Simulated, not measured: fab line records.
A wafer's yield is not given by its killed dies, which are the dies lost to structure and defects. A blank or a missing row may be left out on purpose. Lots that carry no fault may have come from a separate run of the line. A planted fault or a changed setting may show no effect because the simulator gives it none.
fab line records	flow n5-finfet
record lots=9	wafers=27	last-day=17
route steps=1938 shown SDB@361 HKMG_FIN@387 BEOL_M4@1111 PASSIVATION@1936
lots with no fault: from the same line, run without faults
start-h: the number of hours between the record's first day and the start of the first shown wafer of the lot	wait-h: hours elapsed since this lot's preceding step	" same as the row above	L1.1+2: a row that stands for several wafers	- no value, or no start was given	* or withheld: withheld	< > ~ a bound
route shown NAME@n: a module of which the file shows steps, and the number in the route of the first	usual: the fault-free wafers' mean and standard deviation	same: alike in all rows	chamber/n: place in a boat	sites: per-site readings	_std_site: how widely they spread, as a standard deviation	_edge_site: mean of outer sites minus mean of inner sites	radius-mm: how far each site lies from the wafer's centre	mask NAME#n: copy n	behind: the tool/chamber that last shaped the wafer	hold: what put the lot on hold/how long, in hours/how the hold closed	device: transistor that didn't switch, given as n, p or np	end of line: the tests these same wafers got at the end of their route	for a step that has no rows: nothing shown but its recipe	killed: at the first sort, the dies lost to defects and structure; wafer yield is something else	map: the dies of a wafer, with x for killed, . for not killed, _ for no die there
set.NAME: the run value of the setting; set.NAME@STEP: its run value at that earlier step	model.NAME: the simulator's own value behind a step, which no gauge read
one table for each step of the route and one row for each wafer, over a sample of lots
services: when a tool's chamber went out of use (start-h, in hours from the record's first day, below 0 if earlier), for how many hours, and the reason
## steps
# step N5_SDB_ETCH_18
# recipe chemistry=N2/H2	target=SOC	target-depth-a=1000	overetch-a=200	mask-material=SiARC	temp-c=40	time-s=150	ion-energy-ev=200	pressure-mtorr=30	source-w=840	bias-w=150	n2-flow-sccm=200	h2-flow-sccm=200
# usual drypump-motor-current-A=5.9/0.51	n2-flow-sccm=200.1/0.64	oes-product-au=0.70/0.075	rf-vpp-V=524.5/2.5	showerhead-plenum-p-Torr=2.56/0.087	throttle-valve-pct=17.81/0.2
# same time-s=150
lot.wafer	tool	chamber	start-h	wait-h	drypump-motor-current-A	n2-flow-sccm	oes-product-au	rf-hours-counter-h	rf-vpp-V	showerhead-plenum-p-Torr	throttle-valve-pct
L437.4	rie-diel-02	2	80.31	0.0	6.4	201.1	0.82	14	528.4	2.72	17.56
L437.5	"	0	"	"	6.0	200.0	0.73	-	521.7	2.46	17.58
L437.6	"	3	"	"	6.6	200.1	0.69	-	523.2	2.53	17.71
L438.2	rie-diel-05	0	83.91	0.0	5.6	200.8	0.64	213	524.2	2.53	18.04
L438.3	"	2	"	"	5.8	198.9	0.62	219	523.3	2.52	17.98
L438.4	"	3	"	"	5.5	200.7	0.84	11	528.7	2.70	17.53
L439.2	rie-diel-01	2	88.55	0.0	4.8	199.9	0.68	164	527.9	2.64	17.89
L439.4	"	1	"	"	6.5	199.8	0.64	197	522.9	2.51	18.05
L439.6	"	2	"	"	4.8	200.2	0.68	-	526.7	2.64	17.89
L448.3	rie-diel-02	2	149.19	0.0	6.4	200.1	0.78	39	528.5	2.71	17.63
L448.5	"	2	"	"	6.4	200.1	0.78	-	527.3	2.71	17.64
L448.6	"	3	"	"	6.6	199.6	0.67	-	524.2	2.52	17.79
L449.1	rie-diel-05	1	150.30	0.0	6.2	199.2	0.65	184	523.9	2.52	17.57
L449.2	"	2	"	"	5.7	199.1	0.60	242	521.0	2.51	18.02
L449.3	"	0	"	"	5.5	198.8	0.62	236	523.3	2.52	18.05
L450.1	rie-diel-02	2	153.49	0.0	6.4	199.7	0.79	41	528.4	2.70	17.62
L450.3	"	3	"	"	6.6	200.0	0.66	148	524.0	2.52	17.80
L450.6	"	1	"	"	5.4	200.3	0.64	-	522.7	2.53	17.88
L452.1	rie-diel-01	0	167.03	0.0	5.6	200.3	0.87	7	528.1	2.73	17.72
L452.3	"	2	"	"	4.8	199.7	0.67	192	526.8	2.63	17.95
L452.4	"	1	"	"	6.5	200.2	0.63	228	522.4	2.50	18.11
L454.1	rie-diel-05	1	181.10	0.0	6.2	199.6	0.65	197	524.0	2.51	17.61
L454.3	"	0	"	"	5.6	200.8	0.62	248	522.0	2.52	18.09
L454.6	"	0	"	"	5.6	201.1	0.62	-	523.1	2.52	18.09
L456.1	rie-diel-05	2	194.06	0.0	5.7	200.8	0.91	1	523.2	2.50	17.69
L456.2	"	3	"	"	5.5	199.5	0.77	52	528.1	2.68	17.59
L456.5	"	1	"	"	6.2	199.8	0.65	-	521.4	2.51	17.59
# step N5_HKMG_FIN_HK_ANNEAL_02
# recipe temp-c=700	time-s=30	ambient=N2	idle-temp-c=600	ramp-up-c-per-s=150	ramp-down-c-per-s=60	cool-to-c=600
# usual lamp-power-pct=8.80/0.058	lamp_zone_1_pct=8.798/0.0093	lamp_zone_2_pct=8.797/0.0079	lamp_zone_3_pct=8.798/0.0095	lamp_zone_4_pct=8.796/0.0089	lamp_zone_5_pct=8.798/0.0099	lamp_zone_6_pct=8.726/0.0092	lamp_zone_7_pct=9.193/0.0097	wafer_temp_C_max=703.0/0.73
# same time-s=30
lot.wafer	tool	chamber	start-h	wait-h	lamp-power-pct	lamp_zone_1_pct	lamp_zone_2_pct	lamp_zone_3_pct	lamp_zone_4_pct	lamp_zone_5_pct	lamp_zone_6_pct	lamp_zone_7_pct	wafer_temp_C_max
L437.4	rtp-anneal-01	0	85.09	0.2	8.32	8.364	8.373	8.357	8.381	8.369	8.313	8.757	702.9
L437.5	"	0	"	"	8.30	8.368	8.363	8.365	8.374	8.384	8.307	8.737	702.8
L437.6	"	0	"	"	8.33	8.384	8.380	8.362	8.356	8.369	8.292	8.748	703.7
L438.2	rtp-anneal-01	0	88.50	0.1	8.39	8.369	8.361	8.380	8.371	8.384	8.305	8.757	702.5
L438.3	"	0	"	"	8.38	8.385	8.357	8.384	8.375	8.379	8.298	8.752	703.3
L438.4	"	0	"	"	8.38	8.379	8.386	8.378	8.386	8.388	8.303	8.735	702.1
L439.2	rtp-anneal-01	0	93.77	0.2	8.40	8.364	8.374	8.376	8.382	8.378	8.324	8.751	701.8
L439.4	"	0	"	"	8.42	8.378	8.369	8.378	8.368	8.370	8.296	8.746	703.1
L439.6	"	0	"	"	8.25	8.385	8.372	8.376	8.382	8.353	8.308	8.730	703.1
L448.3	rtp-anneal-01	0	155.44	0.4	8.81	8.813	8.800	8.786	8.788	8.789	8.700	9.192	704.2
L448.5	"	0	"	"	8.79	8.789	8.798	8.794	8.800	8.803	8.739	9.219	703.9
L448.6	"	0	"	"	8.81	8.807	8.805	8.802	8.797	8.788	8.726	9.194	702.7
L449.1	rtp-anneal-01	0	156.10	0.1	8.80	8.790	8.793	8.789	8.811	8.796	8.731	9.183	702.8
L449.2	"	0	"	"	8.74	8.787	8.800	8.798	8.786	8.791	8.726	9.203	702.5
L449.3	"	0	"	"	8.73	8.789	8.792	8.799	8.795	8.793	8.721	9.196	702.4
L450.1	rtp-anneal-01	0	158.16	0.2	8.85	8.791	8.793	8.808	8.786	8.787	8.720	9.194	702.3
L450.3	"	0	"	"	8.85	8.797	8.791	8.807	8.790	8.798	8.715	9.183	701.8
L450.6	"	0	"	"	8.86	8.792	8.789	8.790	8.798	8.795	8.740	9.199	703.9
L452.1	rtp-anneal-01	0	171.65	0.1	8.72	8.806	8.793	8.789	8.793	8.794	8.728	9.190	703.9
L452.3	"	0	"	"	8.81	8.803	8.797	8.807	8.796	8.803	8.740	9.190	704.1
L452.4	"	0	"	"	8.85	8.788	8.802	8.791	8.796	8.814	8.719	9.187	702.8
L454.1	rtp-anneal-01	0	186.74	0.1	8.91	8.790	8.793	8.809	8.790	8.789	8.720	9.187	703.4
L454.3	"	0	"	"	8.80	8.802	8.804	8.793	8.804	8.795	8.731	9.193	702.7
L454.6	"	0	"	"	8.74	8.819	8.811	8.807	8.786	8.798	8.728	9.190	703.7
L456.1	rtp-anneal-02	0	199.07	0.1	8.79	8.789	8.799	8.780	8.787	8.782	8.729	9.188	703.2
L456.2	"	0	"	"	8.89	8.817	8.796	8.810	8.807	8.797	8.724	9.190	703.7
L456.5	"	0	"	"	8.70	8.791	8.796	8.805	8.794	8.815	8.718	9.169	702.7
# step N5_HKMG_FIN_ALD_74
# recipe material=La2O3	target-thk-a=5	temp-c=250	ald-precursor-family=La-Cp	ald-co-reactant=O3	pulse-time-s=6	co-reactant-pulse-time-s=1	purge-time-s=3	co-reactant-purge-time-s=3
# usual heater-power-w=366/48	precursor-pulse-height-rel=0.998/0.022
# same pulse-time-s=6
lot.wafer	tool	chamber	start-h	wait-h	heater-power-w	precursor-pulse-height-rel	since-wet-clean-h
L437.4	ald-hk-03	0	85.22	0.1	242	1.014	55
L437.5	"	2	"	"	343	0.979	-
L437.6	"	3	"	"	326	0.971	-
L438.2	ald-hk-01	0	88.69	0.2	410	1.039	1865
L438.3	"	2	"	"	421	0.968	1865
L438.4	"	3	"	"	369	1.003	1865
L439.2	ald-hk-01	3	93.95	0.2	366	0.970	1870
L439.4	"	1	"	"	347	1.008	1870
L439.6	"	3	"	"	359	1.012	-
L448.3	ald-hk-02	2	155.61	0.1	360	1.022	1036
L448.5	"	3	"	"	378	0.982	-
L448.6	"	2	"	"	360	1.016	-
L449.1	ald-hk-03	0	156.33	0.2	249	1.064	126
L449.2	"	3	"	"	347	1.005	126
L449.3	"	2	"	"	335	0.989	126
L450.1	ald-hk-01	3	158.38	0.2	377	1.001	1934
L450.3	"	0	"	"	418	1.006	1934
L450.6	"	1	"	"	358	0.995	-
L452.1	ald-hk-01	0	171.86	0.2	415	0.958	1948
L452.3	"	2	"	"	428	1.005	1948
L452.4	"	1	"	"	361	0.998	1948
L454.1	ald-hk-01	3	186.97	0.2	377	1.047	1963
L454.3	"	1	"	"	352	1.023	1963
L454.6	"	3	"	"	367	0.988	-
L456.1	ald-hk-02	2	199.28	0.2	366	1.001	1079
L456.2	"	0	"	"	356	0.974	1079
L456.5	"	0	"	"	364	0.974	-
# step N5_HKMG_FIN_CD_MEAS_49
# recipe target-cd-nm=202	landing-energy-ev=500	detector=se-inlens	polarity=opening
# usual cd-nm=201.8/0.67
lot.wafer	tool	chamber	start-h	wait-h	cd-nm
L437.4	cd-sem-03	0	85.76	-	201.0
L437.5	"	0	"	"	201.6
L437.6	"	0	"	"	202.3
L438.2	cd-sem-01	0	89.23	-	202.4
L438.3	"	0	"	"	202.1
L438.4	"	0	"	"	201.6
L439.2	cd-sem-03	0	94.50	-	201.5
L439.4	"	0	"	"	201.7
L439.6	"	0	"	"	202.3
L448.3	cd-sem-03	0	156.16	-	202.5
L448.5	"	0	"	"	202.0
L448.6	"	0	"	"	202.6
L449.1	cd-sem-01	0	156.87	-	200.6
L449.2	"	0	"	"	200.9
L449.3	"	0	"	"	201.7
L450.1	cd-sem-01	0	158.92	-	203.8
L450.3	"	0	"	"	201.8
L450.6	"	0	"	"	203.3
L452.1	cd-sem-03	0	172.41	-	202.6
L452.3	"	0	"	"	203.0
L452.4	"	0	"	"	202.8
L454.1	cd-sem-02	0	187.51	-	201.3
L454.3	"	0	"	"	201.9
L454.6	"	0	"	"	201.3
L456.1	cd-sem-02	0	199.70	-	200.9
L456.2	"	0	"	"	201.0
L456.5	"	0	"	"	201.5
# step N5_BEOL_M4_RC_MEAS_101
# usual DIBL_N=35.9/1.7	DIBL_P=35.8/2.2	IOFF_N=0.15/0.03	IOFF_P=0.21/0.036	ION_N=674/12	ION_P=463/7.2	SS_N=71.3/0.59	SS_P=73.1/0.69	VT_N=250/3	VT_P=-251/3.2
lot.wafer	tool	chamber	start-h	wait-h	DIBL_N[mV/V]	DIBL_P[mV/V]	IOFF_N[nA/um]	IOFF_P[nA/um]	ION_N[uA/um]	ION_P[uA/um]	SS_N[mV/dec]	SS_P[mV/dec]	VT_N[mV]	VT_P[mV]
L437.4	prober-01	0	177.57	0.6	34.1	33.2	0.12	0.19	674	468	71.0	72.1	250	-252
L437.5	"	0	"	"	33.4	32.8	0.12	0.19	658	461	71.3	72.1	254	-251
L437.6	"	0	"	"	34.8	34.0	0.14	0.20	668	461	71.7	73.1	252	-249
L438.2	prober-01	0	184.27	0.2	38.7	36.5	0.19	0.23	691	466	71.1	73.2	247	-248
L438.3	"	0	"	"	37.7	36.6	0.18	0.24	670	461	71.4	72.5	246	-247
L438.4	"	0	"	"	36.7	36.5	0.16	0.22	683	465	71.5	73.3	247	-247
L439.2	prober-01	0	186.19	0.2	36.6	37.0	0.16	0.22	676	468	71.6	73.7	250	-249
L439.4	"	0	"	"	36.6	36.4	0.16	0.22	678	468	71.8	73.9	252	-250
L439.6	"	0	"	"	36.1	36.2	0.16	0.22	682	471	71.7	73.7	250	-249
L449.1	prober-02	0	255.00	0.0	34.1	34.2	0.11	0.16	660	454	70.6	73.3	255	-254
L449.2	"	0	"	"	38.9	39.7	0.19	0.23	669	453	72.1	74.7	249	-254
L449.3	"	0	"	"	35.0	34.5	0.12	0.15	656	452	71.2	72.7	253	-258
L448.3	prober-01	0	255.57	0.3	33.0	32.8	0.12	0.17	670	465	70.8	72.5	252	-253
L448.5	"	0	"	"	35.6	36.6	0.15	0.22	678	465	71.9	73.1	249	-250
L448.6	"	0	"	"	32.2	31.0	0.10	0.14	658	450	70.7	71.9	256	-255
L450.1	prober-01	0	268.79	0.0	35.3	38.2	0.16	0.22	668	457	71.4	74.3	250	-250
L450.3	"	0	"	"	34.1	35.7	0.14	0.18	680	469	71.1	73.4	249	-251
L450.6	"	0	"	"	37.2	39.6	0.20	0.25	685	466	72.2	74.7	245	-250
L452.1	prober-01	0	271.59	0.0	32.6	32.8	0.12	0.17	659	464	70.5	71.4	253	-250
L452.3	"	0	"	"	34.0	34.3	0.14	0.19	673	467	70.6	72.4	252	-250
L452.4	"	0	"	"	33.3	33.3	0.12	0.17	674	463	70.7	71.8	251	-251
L454.1	prober-01	0	292.19	0.0	33.5	33.8	0.13	0.19	670	464	70.4	72.4	250	-248
L454.3	"	0	"	"	32.6	31.7	0.11	0.17	645	447	70.0	72.1	252	-251
L454.6	"	0	"	"	36.3	35.8	0.17	0.22	681	468	71.0	73.4	251	-248
L456.1	prober-02	0	307.36	0.0	34.1	32.4	0.12	0.18	653	456	71.3	72.6	251	-252
L456.2	"	0	"	"	35.5	35.3	0.15	0.21	675	463	71.6	72.9	251	-254
L456.5	"	0	"	"	36.3	35.0	0.16	0.19	675	461	71.5	73.0	249	-253
# step N5_PASSIVATION_PROBE_49
# usual defect-limited-yield=91.0/1.5	killed_at_M0_to_M3=35/12	killed_at_M4_up=15/5.8	killed-at-contacts=14/7.2	killed-at-front-end=40/10	killed-at-other=3/3	killed-dies=106/18	killed-open=68/14	killed-short=35/7.2	sort_bin_5_function=5.2/0.96	sort_bin_6_memory=3.3/0.69	sort_bin_8_speed=0.00/0.022	sort-n-pass=1074/18	sort-yield-pct=91.0/1.5
# same gross-dies=1180	killed-at-back-side=0	sort_bin_4_leakage[%]=0
lot.wafer	tool	chamber	start-h	wait-h	defect-limited-yield[%]	killed_at_M0_to_M3	killed_at_M4_up	killed-at-contacts	killed-at-front-end	killed-at-other	killed-dies	killed-open	killed-short	sort_bin_5_function[%]	sort_bin_6_memory[%]	sort_bin_8_speed[%]	sort-n-pass	sort-yield-pct[%]
L437.4	prober-01	-	280.47	0.2	89.1	40	11	7	63	8	129	87	41	6.5	4.1	0	1051	89.1
L437.5	prober-01	-	280.52	0.2	92.9	29	9	2	40	4	84	47	34	4.3	2.5	0	1096	92.9
L437.6	prober-01	-	280.57	0.3	90.6	31	27	4	46	3	111	68	37	5.4	3.1	0	1069	90.6
L438.2	prober-02	-	281.14	0.1	90.9	42	11	9	42	3	107	76	30	5.3	3.4	0	1073	90.9
L438.3	prober-02	-	281.19	0.1	91.3	35	11	11	40	6	103	73	28	5.6	3.1	0	1077	91.3
L438.4	prober-02	-	281.24	0.2	89.7	42	8	9	58	4	121	70	36	5.0	3.6	0.08	1059	89.7
L439.2	prober-02	-	288.52	0.1	90.6	40	20	5	44	2	111	75	34	4.7	4.3	0	1069	90.6
L439.4	prober-02	-	288.62	0.2	93.2	34	11	2	33	0	80	53	27	3.2	3.3	0	1100	93.2
L439.6	prober-02	-	288.72	0.3	93.3	41	11	4	22	1	79	55	24	3.5	2.9	0	1101	93.3
L448.3	prober-02	-	360.38	0.7	88.8	47	15	24	44	2	132	88	40	6.4	4.3	0	1048	88.8
L448.5	prober-02	-	360.48	0.8	87.3	46	22	29	51	2	150	94	52	7.6	4.6	0	1030	87.3
L448.6	prober-02	-	360.53	0.8	90.6	36	9	24	40	2	111	69	34	5.5	3.0	0	1069	90.6
L450.1	prober-02	-	365.10	0.5	89.0	38	29	15	42	6	130	78	49	6.4	4.4	0	1050	89.0
L450.6	prober-02	-	365.35	0.8	88.8	57	23	6	43	3	132	80	51	6.3	4.4	0	1048	88.8
L449.1	prober-02	-	365.40	0.3	93.0	30	8	8	32	5	83	54	28	4.1	2.7	0	1097	93.0
L449.3	prober-02	-	365.50	0.4	92.7	37	10	11	26	2	86	57	26	4.4	2.5	0	1094	92.7
L456.1	prober-02	-	415.29	0.0	92.2	24	11	11	45	1	92	54	37	4.9	2.4	0	1088	92.2
L456.2	prober-02	-	415.34	0.1	92.2	15	12	14	48	3	92	64	23	4.6	2.9	0	1088	92.2
L456.5	prober-02	-	415.49	0.2	93.5	22	12	12	29	2	77	48	28	4.2	2.3	0	1103	93.5
# killed by level:class
L437.4 FIN_SAQP:geometric-particle:open=25 BEOL_M0_SAQP:geometric-particle:open=15 STI_FIN_REVEAL:geometric-particle:open=14 BEOL_M0_SAQP:geometric-particle:short=9 FIN_SAQP:geometric-particle:short=8 MOL_CONTACT_COAG:geometric-particle:open=6 BEOL_M0:geometric-particle:open=5 BEOL_M1:geometric-particle:short=5
L437.5 FIN_SAQP:geometric-particle:open=11 FIN_SAQP:geometric-particle:short=8 BEOL_M0_SAQP:geometric-particle:open=7 DUMMY_GATE:geometric-particle:open=4 BEOL_M0_SAQP:geometric-particle:short=4 BEOL_M2:geometric-particle:open=4 BEOL_M4:geometric-particle:short=4 STARTING-WAFER:geometric-particle:short=4
L437.6 BEOL_M4:geometric-particle:open=18 STI_FIN_REVEAL:geometric-particle:open=14 BEOL_M0_SAQP:geometric-particle:short=11 BEOL_M0_SAQP:geometric-particle:open=8 FIN_SAQP:geometric-particle:short=7 BEOL_M4:geometric-particle:short=7 HKMG_FIN:area-etch=6 FIN_SAQP:geometric-particle:open=4
L438.2 BEOL_M3:geometric-particle:open=10 STI_FIN_REVEAL:geometric-particle:open=8 MOL_CONTACT_COAG:geometric-particle:open=8 BEOL_M0_SAQP:geometric-particle:open=8 BEOL_M2:geometric-particle:open=7 BEOL_M0_SAQP:geometric-particle:short=7 STARTING-WAFER:geometric-particle:open=7 FIN_SAQP:geometric-particle:open=6
L438.3 FIN_SAQP:geometric-particle:open=12 MOL_CONTACT_COAG:geometric-particle:open=9 BEOL_M0_SAQP:geometric-particle:open=8 DUMMY_GATE:geometric-particle:open=8 BEOL_M2:geometric-particle:open=7 BEOL_M0_SAQP:geometric-particle:short=6 BEOL_M3:geometric-particle:open=6 GATE_CUT:geometric-particle:short=5
L438.4 BEOL_M2:geometric-particle:open=16 HKMG_FIN:area-etch=13 STI_FIN_REVEAL:geometric-particle:open=11 MOL_CONTACT_COAG:geometric-particle:open=8 BEOL_M2:geometric-particle:short=8 FIN_SAQP:geometric-particle:open=7 BEOL_M1:geometric-particle:open=5 FIN_SAQP:geometric-particle:short=4
L439.2 BEOL_M4:geometric-particle:open=17 FIN_SAQP:geometric-particle:open=9 BEOL_M3:geometric-particle:open=9 BEOL_M0_SAQP:geometric-particle:open=7 BEOL_M1:geometric-particle:short=7 STI_FIN_REVEAL:geometric-particle:open=6 DUMMY_GATE:geometric-particle:open=5 ILD0:geometric-particle:open=5
L439.4 BEOL_M3:geometric-particle:open=16 BEOL_M4:geometric-particle:open=8 FIN_SAQP:geometric-particle:open=5 ILD0:geometric-particle:short=5 GATE_CUT:geometric-particle:open=4 BEOL_M0_SAQP:geometric-particle:short=4 BEOL_M0_SAQP:geometric-particle:open=4 STARTING-WAFER:geometric-particle:short=4
L439.6 BEOL_M0_SAQP:geometric-particle:short=10 BEOL_M2:geometric-particle:open=10 BEOL_M0_SAQP:geometric-particle:open=9 BEOL_M3:geometric-particle:open=5 FIN_SAQP:geometric-particle:open=4 STI_FIN_REVEAL:geometric-particle:open=4 MOL_CONTACT_COAG:geometric-particle:open=4 BEOL_M4:geometric-particle:open=4
L448.3 MOL_CONTACT_COAG:geometric-particle:open=18 BEOL_M1:geometric-particle:open=13 FIN_SAQP:geometric-particle:short=11 DUMMY_GATE:geometric-particle:open=10 BEOL_M2:geometric-particle:open=10 FIN_SAQP:geometric-particle:open=9 BEOL_M0_SAQP:geometric-particle:short=8 BEOL_M4:geometric-particle:open=8
L448.5 MOL_CONTACT_COAG:geometric-particle:open=18 FIN_SAQP:geometric-particle:open=15 BEOL_M4:geometric-particle:open=12 BEOL_M1:geometric-particle:open=11 STI_FIN_REVEAL:geometric-particle:open=9 MOL_CONTACT_COAG:geometric-particle:short=9 STARTING-WAFER:geometric-particle:short=7 FIN_SAQP:geometric-particle:short=6
L448.6 MOL_CONTACT_COAG:geometric-particle:open=18 FIN_SAQP:geometric-particle:open=10 BEOL_M2:geometric-particle:open=9 BEOL_M0_SAQP:geometric-particle:open=6 HKMG_FIN:area-etch=6 FIN_SAQP:geometric-particle:short=5 STARTING-WAFER:geometric-particle:short=5 BEOL_M4:geometric-particle:open=5
L450.1 BEOL_M4:geometric-particle:open=15 MOL_CONTACT_COAG:geometric-particle:open=11 FIN_SAQP:geometric-particle:open=10 FIN_SAQP:geometric-particle:short=8 BEOL_M2:geometric-particle:short=8 BEOL_M2:geometric-particle:open=7 BEOL_M4:geometric-particle:short=6 BEOL_M0_SAQP:geometric-particle:open=5
L450.6 BEOL_M0_SAQP:geometric-particle:short=19 FIN_SAQP:geometric-particle:open=15 BEOL_M4:geometric-particle:open=14 BEOL_M2:geometric-particle:open=12 FIN_SAQP:geometric-particle:short=11 BEOL_M0_SAQP:geometric-particle:open=9 BEOL_M1:geometric-particle:open=7 MOL_CONTACT_COAG:geometric-particle:open=4
L449.1 BEOL_M0_SAQP:geometric-particle:open=10 FIN_SAQP:geometric-particle:open=8 SPACER0:geometric-particle:open=6 MOL_CONTACT_COAG:geometric-particle:open=6 BEOL_M3:geometric-particle:open=6 FIN_SAQP:geometric-particle:short=5 BEOL_M0_SAQP:geometric-particle:short=4 BEOL_M3:geometric-particle:short=4
L449.3 MOL_CONTACT_COAG:geometric-particle:open=10 BEOL_M3:geometric-particle:open=9 BEOL_M0_SAQP:geometric-particle:open=7 BEOL_M2:geometric-particle:open=7 FIN_SAQP:geometric-particle:open=6 BEOL_M0_SAQP:geometric-particle:short=6 BEOL_M3:geometric-particle:short=6 STI_FIN_REVEAL:geometric-particle:open=4
L456.1 FIN_SAQP:geometric-particle:short=14 BEOL_M0_SAQP:geometric-particle:open=9 DUMMY_GATE:geometric-particle:open=8 MOL_CONTACT_COAG:geometric-particle:open=8 FIN_SAQP:geometric-particle:open=5 BEOL_M5:geometric-particle:open=5 GATE_CUT:geometric-particle:short=4 BEOL_M0_SAQP:geometric-particle:short=4
L456.2 MOL_CONTACT_COAG:geometric-particle:open=11 FIN_SAQP:geometric-particle:open=10 FIN_SAQP:geometric-particle:short=8 STI_FIN_REVEAL:geometric-particle:open=8 DUMMY_GATE:geometric-particle:open=5 BEOL_M3:geometric-particle:open=5 BEOL_M5:geometric-particle:open=5 BEOL_M8:geometric-particle:open=4
L456.5 MOL_CONTACT_COAG:geometric-particle:open=10 BEOL_M0_SAQP:geometric-particle:short=10 STI_FIN_REVEAL:geometric-particle:open=9 BEOL_M0_SAQP:geometric-particle:open=5 BEOL_M5:geometric-particle:open=5 FIN_SAQP:geometric-particle:open=4 FIN_SAQP:geometric-particle:short=4 BEOL_M4:geometric-particle:open=4
## services
tool	chamber	start-h	hours	kind
rie-diel-01	0	57.21	11.7	repair
ald-hk-03	-	95.06	2.3	repair
rie-diel-01	3	95.39	-	clean
rie-diel-01	3	95.39	-	consumable-replace:focus-ring
rie-diel-01	3	95.39	21.6	scheduled-down
rie-diel-01	3	95.39	21.6	vent-cycle
ald-hk-02	-	111.75	7.5	repair
rie-diel-01	0	127.32	-	clean
rie-diel-01	0	127.32	-	consumable-replace:focus-ring
rie-diel-01	0	127.32	-	consumable-replace:showerhead
rie-diel-01	0	127.32	22.1	scheduled-down
ald-hk-01	-	132.72	0.7	repair
ald-hk-01	-	152.60	0.9	repair
ald-hk-01	-	160.59	2.8	pm
rie-diel-05	2	174.17	-	clean
rie-diel-05	2	174.17	-	consumable-replace:focus-ring
rie-diel-05	2	174.17	18.4	scheduled-down
rie-diel-05	2	174.17	18.4	vent-cycle
ald-hk-03	-	178.47	6.0	pm
rie-diel-05	0	193.08	-	clean
rie-diel-05	0	193.08	-	consumable-replace:focus-ring
rie-diel-05	0	193.08	30.1	scheduled-down
rie-diel-05	0	193.08	30.1	vent-cycle
rie-diel-02	-	195.44	3.7	repair
## key
first-sign step=N5_HKMG_FIN_HK_ANNEAL_02	reading=lamp_zone_2_pct	direction=down	sigmas=54	usual=*	struck=*
effect step=N5_HKMG_FIN_HK_ANNEAL_02	reading=lamp_zone_4_pct	direction=down	sigmas=47	usual=*	struck=*
met-at N5_HKMG_FIN_HK_ANNEAL_02
struck-lots L437,L438,L439
baseline-loss step=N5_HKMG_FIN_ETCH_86	wafers=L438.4
not-acting-at N5_SDB_ETCH_18,N5_HKMG_FIN_ALD_74,N5_HKMG_FIN_CD_MEAS_49
fault kind=process-parameter-drift	tool=rtp-anneal-01	chamber=-	onset-h=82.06	steps=N5_HKMG_FIN_HK_ANNEAL_02	channel=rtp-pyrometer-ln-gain	offset=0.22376	shape=step	end-h=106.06
# baseline-loss: these wafers lose ten dies or more at that step, a loss of the line's own and not of a fault; the sort's usual values leave them out
